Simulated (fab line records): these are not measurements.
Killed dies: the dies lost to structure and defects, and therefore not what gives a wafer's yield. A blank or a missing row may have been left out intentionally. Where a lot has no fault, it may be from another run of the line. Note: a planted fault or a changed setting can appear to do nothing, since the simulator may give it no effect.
fab line records -- flow nandHarc -- part 2 of 2: steps 24 to 37 of 37
record lots=5, wafers=15, lastDay=31
route steps=1302 shown A_CHANNEL_HOLE_D1@488 A_CHANNEL_FILL_D1@490 A_DECK1_JOINT@518
lots that met no fault: taken from a fault-free run of the same line
startH: hours from the record's opening day to when the first of the lot's shown wafers began -- waitH: hours since the lot's step before -- " the same as in the row above -- L1.1+2: one row covering several wafers at once -- - no value present, or no start provided -- * or withheld: withheld -- < > ~ a bound
route shown NAME@n: names a module that has steps shown in the file, with the first one's number in the route -- usual: mean/standard deviation of fault-free wafers -- same: alike in all rows -- chamber/n: place in a boat -- sites: readings site by site -- _std_site: how widely they spread, as a standard deviation -- _edge_site: outer sites' mean less inner sites' -- radiusMm: for every site, how far away it sits from the centre of the wafer -- mask NAME#n: copy n -- behind: the tool/chamber that last shaped the wafer -- hold: the reason the lot was held/the length of the hold in hours/how it ended -- device: names the non-switching transistor (n, p or np) -- end of line: the route-end tests of the same wafers -- where a step has no rows: the recipe by itself -- killed: dies lost to structure and defects at the first sort, not the wafer's yield -- map: per-die view of a wafer (x killed, . not killed, _ where there is no die)
set.NAME: the setting the step ran with; set.NAME@STEP: the setting that earlier step ran with -- model.NAME: the simulator's own value behind a step, which no gauge read
certain route steps with their lots: each step a table, each wafer a row
services: a tool's chamber out of use, with start hour (startH, from the record's first day; less than 0 if before it), hours out, and reason
## steps
# step NHARC_A_CHANNEL_FILL_D1_CVD_09
# recipe targetThkA=1500, tempC=620, pressureMtorr=200, timeS=3000, material=poly-Si
# usual zonePowerBottomPct=13.3/0.75
lot.wafer,tool,chamber,startH,waitH,zonePowerBottomPct
L076.2,lpcvdPoly-04,0,256.85,2.4,13.9
L076.3,lpcvdPoly-04,0,256.85,2.4,13.9
L076.5,lpcvdPoly-04,0,256.85,2.4,13.9
L083.4,lpcvdPoly-03,0,318.05,2.2,14.1
L083.5,lpcvdPoly-03,0,318.05,2.2,14.2
L083.6,lpcvdPoly-03,0,318.05,2.2,14.1
L088.1,lpcvdPoly-03,0,383.51,2.3,14.0
L088.2,lpcvdPoly-03,0,383.51,2.3,14.2
L088.5,lpcvdPoly-03,0,383.51,2.3,13.8
L091.2,lpcvdPoly-01,0,396.06,2.3,12.5
L091.3,lpcvdPoly-01,0,396.06,2.3,12.3
L091.5,lpcvdPoly-01,0,396.06,2.3,12.4
L092.1,lpcvdPoly-01,0,411.30,2.3,12.3
L092.2,lpcvdPoly-01,0,411.30,2.3,12.6
L092.6,lpcvdPoly-01,0,411.30,2.3,12.5
# step NHARC_A_CHANNEL_FILL_D1_CMP_10
# recipe targetThkNm=150
# usual motorCurrentA=11.9/1.1, timeToEndpointS=16.2/2.6
lot.wafer,tool,chamber,startH,waitH,motorCurrentA,timeToEndpointS
L076.2,cmp-02,2,260.11,0.4,13.6,17.6
L076.3,cmp-02,1,260.11,0.4,11.5,16.9
L076.5,cmp-02,3,260.11,0.4,10.6,14.2
L083.4,cmp-01,3,321.32,0.5,10.8,14.2
L083.6,cmp-01,0,321.32,0.5,11.7,12.4
L083.5,cmp-01,1,321.32,0.5,14.4,8.1
L088.2,cmp-02,2,386.68,0.4,12.0,19.0
L088.1,cmp-02,3,386.68,0.4,11.1,14.5
L088.5,cmp-02,2,386.68,0.4,12.7,18.9
L091.3,cmp-02,0,399.21,0.4,12.8,16.1
L091.2,cmp-02,2,399.21,0.4,13.6,18.7
L091.5,cmp-02,1,399.21,0.4,11.4,15.7
L092.1,cmp-02,0,414.55,0.4,13.0,18.4
L092.2,cmp-02,2,414.55,0.4,13.0,20.2
L092.6,cmp-02,0,414.55,0.4,12.9,16.6
# step NHARC_A_CHANNEL_FILL_D1_SRD_12
lot.wafer,tool,chamber,startH,waitH
L076.5+2+3,wetBench-02,"0,2,5",260.40,0.0
L083.5+4+6,wetBench-02,"0,2,4",321.54,0.0
L088.1+5+2,wetBench-01,"7,1,4",386.98,0.0
L091.2+3+5,wetBench-06,"3,5,7",399.51,0.0
L092.6+2+1,wetBench-06,"5,6,7",414.82,0.0
# step NHARC_A_CHANNEL_FILL_D1_INSPECT_13
# usual rawDefectCount=311/130
lot.wafer,tool,chamber,startH,waitH,rawDefectCount
L076.2,defectInspect-01,-,260.52,0.0,294
L076.3,defectInspect-01,-,260.52,0.0,231
L076.5,defectInspect-01,-,260.52,0.0,247
L083.4,defectInspect-02,-,321.66,0.0,288
L083.5,defectInspect-02,-,321.66,0.0,380
L083.6,defectInspect-02,-,321.66,0.0,288
L088.1,defectInspect-02,-,387.10,0.0,275
L088.2,defectInspect-02,-,387.10,0.0,238
L088.5,defectInspect-02,-,387.10,0.0,398
L091.2,defectInspect-02,-,399.63,0.0,267
L091.3,defectInspect-02,-,399.63,0.0,344
L091.5,defectInspect-02,-,399.63,0.0,459
L092.1,defectInspect-02,-,414.94,0.0,222
L092.2,defectInspect-02,-,414.94,0.0,225
L092.6,defectInspect-02,-,414.94,0.0,207
# step NHARC_A_DECK1_JOINT_ETCHBACK_07
# recipe targetDepthA=1050, timeS=26.9, hbrFlowSccm=150, rfW=350, icpW=350, biasW=60, chemistry=HBr
# usual drypumpMotorCurrentA=5.7/0.44, oesProductAu=1.002/0.011, rfFwdPowerW=344.3/1.9, throttleValvePct=23.266/0.0088
lot.wafer,tool,chamber,startH,waitH,drypumpMotorCurrentA,oesProductAu,rfFwdPowerW,rfHoursCounterH,throttleValvePct
L076.2,rieSi-05,2,260.58,0.1,5.9,0.991,346.6,0.9,23.276
L076.3,rieSi-05,3,260.58,0.1,6.6,1.000,341.8,0.9,23.262
L076.5,rieSi-05,2,260.58,0.1,5.9,0.996,347.9,-,23.244
L083.6,rieSi-06,0,321.77,0.1,5.7,0.991,344.0,-,23.262
L083.4,rieSi-06,1,321.77,0.1,5.6,0.997,345.3,-,23.270
L083.5,rieSi-06,2,321.77,0.1,5.3,0.994,345.4,-,23.250
L088.1,rieSi-05,3,387.16,0.1,6.6,0.975,343.7,0.5,23.269
L088.2,rieSi-05,0,387.16,0.1,5.9,1.001,342.3,0.4,23.248
L088.5,rieSi-05,3,387.16,0.1,6.6,0.983,342.5,-,23.269
L091.2,rieSi-05,3,399.71,0.1,6.6,0.980,343.1,0.5,23.271
L091.3,rieSi-05,0,399.71,0.1,5.9,1.012,341.2,0.5,23.259
L091.5,rieSi-05,2,399.71,0.1,5.9,1.010,345.2,-,23.270
L092.1,rieSi-05,1,415.00,0.1,5.1,1.003,343.9,0.8,23.262
L092.2,rieSi-05,0,415.00,0.1,5.9,0.992,343.3,0.7,23.270
L092.6,rieSi-05,1,415.00,0.1,5.1,1.007,342.2,-,23.255
# step NHARC_A_DECK1_JOINT_ETCH_25
# recipe targetDepthA=5, chemistry=dHF, material=SiO2
lot.wafer,tool,chamber,startH,waitH
L076.5+3+2,wetBench-04,"4,7,1",260.73,0.1
L083.5+6+4,wetBench-07,"7,2,3",321.89,0.1
L088.2+5+1,wetBench-04,"0,1,2",387.31,0.1
L091.2+3+5,wetBench-05,"6,0,2",399.84,0.1
L092.6+2+1,wetBench-04,"7,0,1",415.16,0.1
# step NHARC_A_DECK1_JOINT_ETCH_19
# recipe tempC=25, targetDepthA=30, chemistry=TMAH, material=poly-Si
lot.wafer,tool,chamber,startH,waitH
L076.5+3+2,wetBench-04,"4,7,1",260.76,0.0
L083.5+6+4,wetBench-07,"7,2,3",321.92,0.0
L088.2+5+1,wetBench-04,"0,1,2",387.34,0.0
L091.2+3+5,wetBench-05,"6,0,2",399.87,0.0
L092.6+2+1,wetBench-04,"7,0,1",415.20,0.0
# step NHARC_A_DECK1_JOINT_ETCH_18
# recipe targetDepthA=30, chemistry=dHF, material=SiO2
lot.wafer,tool,chamber,startH,waitH
L076.5+3+2,wetBench-04,"4,7,1",-,-
L083.5+6+4,wetBench-07,"7,2,3",-,-
L088.2+5+1,wetBench-04,"0,1,2",-,-
L091.2+3+5,wetBench-05,"6,0,2",-,-
L092.6+2+1,wetBench-04,"7,0,1",-,-
# step NHARC_A_DECK1_JOINT_WET_08
# recipe tempC=160, timeS=86, chemistry=H3PO4
lot.wafer,tool,chamber,startH,waitH
L076.2+3+5,wetH3po4-02,0,262.58,-
L083.4+5+6,wetH3po4-02,1,323.68,-
L088.1+2+5,wetH3po4-02,1,389.14,-
L091.2+3+5,wetH3po4-01,0,401.67,-
L092.1+2+6,wetH3po4-02,0,416.99,-
# step NHARC_A_DECK1_JOINT_ETCH_09
# recipe targetDepthA=50, chemistry=dHF, material=SiO2
lot.wafer,tool,chamber,startH,waitH
L076.2+3+5,wetBench-07,"0,4,5",263.17,0.1
L083.5+6+4,wetBench-05,"2,3,4",324.23,0.0
L088.2+5+1,wetBench-04,"6,1,3",389.69,0.0
L091.3+2+5,wetBench-04,"6,7,3",402.22,0.0
L092.6+1+2,wetBench-04,"6,7,0",417.54,0.0
# step NHARC_A_DECK1_JOINT_WET_10
# recipe tempC=160, timeS=86, chemistry=H3PO4
lot.wafer,tool,chamber,startH,waitH
L076.2+3+5,wetH3po4-02,1,264.86,1.7
L083.4+5+6,wetH3po4-02,0,325.92,1.7
L088.1+2+5,wetH3po4-02,1,391.38,1.7
L091.2+3+5,wetH3po4-02,1,403.90,1.7
L092.1+2+6,wetH3po4-02,1,419.22,1.7
# step NHARC_A_DECK1_JOINT_ETCH_11
# recipe targetDepthA=350, chemistry=dHF, material=SiO2
lot.wafer,tool,chamber,startH,waitH
L076.5+3+2,wetBench-04,"4,5,1",265.41,0.0
L083.4+5+6,wetBench-04,"6,7,3",326.46,0.0
L088.5+1+2,wetBench-05,"0,3,4",391.93,0.0
L091.2+3+5,wetBench-05,"1,2,3",404.47,0.0
L092.2+1+6,wetBench-05,"5,7,0",419.77,0.0
# step NHARC_A_DECK1_JOINT_CVD_12
# recipe targetThkA=900, tempC=620, pressureMtorr=200, timeS=1800, material=poly-Si
# usual zonePowerBottomPct=13.5/0.45
lot.wafer,tool,chamber,startH,waitH,zonePowerBottomPct
L076.2,lpcvdPoly-03,0,267.91,2.4,13.9
L076.3,lpcvdPoly-03,0,267.91,2.4,14.1
L076.5,lpcvdPoly-03,0,267.91,2.4,14.0
L083.4,lpcvdPoly-03,0,328.96,2.5,14.0
L083.5,lpcvdPoly-03,0,328.96,2.5,14.1
L083.6,lpcvdPoly-03,0,328.96,2.5,14.2
L088.1,lpcvdPoly-02,0,394.59,2.6,13.0
L088.2,lpcvdPoly-02,0,394.59,2.6,12.9
L088.5,lpcvdPoly-02,0,394.59,2.6,13.0
L091.2,lpcvdPoly-02,0,407.92,3.4,13.0
L091.3,lpcvdPoly-02,0,407.92,3.4,12.9
L091.5,lpcvdPoly-02,0,407.92,3.4,13.1
L092.1,lpcvdPoly-02,0,422.43,2.6,12.9
L092.2,lpcvdPoly-02,0,422.43,2.6,12.9
L092.6,lpcvdPoly-02,0,422.43,2.6,12.9
# step NHARC_A_DECK1_JOINT_CMP_13
# recipe targetThkNm=51.023
# usual motorCurrentA=11.8/1, timeToEndpointS=9.5/2.6
lot.wafer,tool,chamber,startH,waitH,motorCurrentA,timeToEndpointS
L076.3,cmp-04,2,270.80,0.4,12.3,7.8
L076.2,cmp-04,3,270.80,0.4,12.0,15.2
L076.5,cmp-04,2,270.80,0.4,12.2,12.1
L083.4,cmp-03,0,331.82,0.4,10.4,6.9
L083.5,cmp-03,3,331.82,0.4,13.2,8.1
L083.6,cmp-03,0,331.82,0.4,11.0,3.8
L088.2,cmp-04,0,397.42,0.4,12.3,10.2
L088.1,cmp-04,1,397.42,0.4,10.4,8.4
L088.5,cmp-04,0,397.42,0.4,12.0,10.7
L091.3,cmp-02,3,410.77,0.4,11.0,10.1
L091.2,cmp-02,0,410.77,0.4,12.4,8.9
L091.5,cmp-02,3,410.77,0.4,11.1,11.4
L092.1,cmp-04,1,425.33,0.4,9.7,8.1
L092.2,cmp-04,3,425.33,0.4,11.4,11.3
L092.6,cmp-04,0,425.33,0.4,12.3,7.5
## services
tool,chamber,startH,hours,kind
wetBench-05,-,185.80,2.3,repair
rieDiel-09,0,188.24,18.5,repair
wetBench-06,-,193.60,8.0,pm
rieDiel-13,3,213.86,12.8,repair
wetBench-04,-,227.20,8.0,pm
wetBench-02,-,244.00,8.0,pm
wetH3po4-02,-,248.36,8.0,pm
aldHk-04,-,257.15,10.0,pm
wetBench-05,-,260.80,8.0,pm
rieDiel-09,1,262.15,1.3,repair
rieDiel-13,-,274.15,1.1,repair
wetBench-01,-,277.60,8.0,pm
wetBench-02,-,278.48,0.9,repair
wetH3po4-02,-,318.17,3.2,repair
rieDiel-09,-,320.10,9.0,pm
wetBench-02,-,323.28,9.7,repair
rieDiel-13,-,342.00,9.0,pm
wetBench-06,-,369.60,8.0,pm
rieDiel-13,-,379.45,0.2,repair
aldHk-04,-,383.65,0.5,repair
wetBench-04,-,403.20,8.0,pm
rieDiel-13,-,414.95,0.9,repair
wetBench-02,-,420.00,8.0,pm
wetH3po4-02,-,424.36,8.0,pm
